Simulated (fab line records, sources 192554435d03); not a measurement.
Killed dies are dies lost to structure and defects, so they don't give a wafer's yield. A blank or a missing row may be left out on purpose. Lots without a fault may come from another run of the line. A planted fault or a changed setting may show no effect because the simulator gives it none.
Chamber matching | flow n5_finfet | N5_ZERO_LAYER_ETCH_17 on rie_diel-06: 4 sister chambers
The step etches SiO2 in CF4, target depth 12 nm, time 13.3 s. 8 wafers are shown with their chamber, then 8 later ones without.

WAFERS WITH THEIR CHAMBER
wafer  | chamber | oes_product_au (a.u.) | throttle_valve_pct (%)
L969.1 | 0       | 0.68                  | 15.71
L970.4 | 1       | 0.79                  | 15.57
L970.5 | 0       | 0.67                  | 15.71
L972.1 | 1       | 0.79                  | 15.58
L972.3 | 3       | 0.77                  | 15.88
L974.1 | 3       | 0.77                  | 15.87
L974.4 | 2       | 0.75                  | 15.67
L976.2 | 2       | 0.75                  | 15.69

WAFERS WITHOUT THEIR CHAMBER
wafer  | oes_product_au (a.u.) | throttle_valve_pct (%)
L976.4 | 0.78                  | 15.58
L976.5 | 0.77                  | 15.91
L980.2 | 0.73                  | 15.70
L980.4 | 0.77                  | 15.61
L980.6 | 0.74                  | 15.70
L987.1 | 0.74                  | 15.94
L987.5 | 0.88                  | 15.28
L987.6 | 0.75                  | 15.63

WHICH CHAMBER EACH WENT THROUGH
wafer  | from the rows above | in truth
L976.4 | 1                   | 1
L976.5 | 3                   | 3
L980.2 | 2                   | 2
L980.4 | 1                   | 1
L980.6 | 2                   | 2
L987.1 | 3                   | 3
L987.5 | 1                   | 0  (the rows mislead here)
L987.6 | 2                   | 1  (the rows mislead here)
Placed correctly: 6 of 8. Can't be placed from these rows: 0. Placed wrongly: 2.
How it was worked out, from the rows above alone: a wafer's distance from a chamber is the root of the sum, over the readings, of the square of ((its reading less the chamber's mean) divided by the reading's scatter). The wafer belongs to the nearest chamber; if the next one is less than 2 further off, it can't be placed. A chamber's mean is the mean of its shown wafers. The scatter: the root of (the sum of the squares of (reading less its chamber's mean) over the shown wafers, divided by (wafers less chambers)).
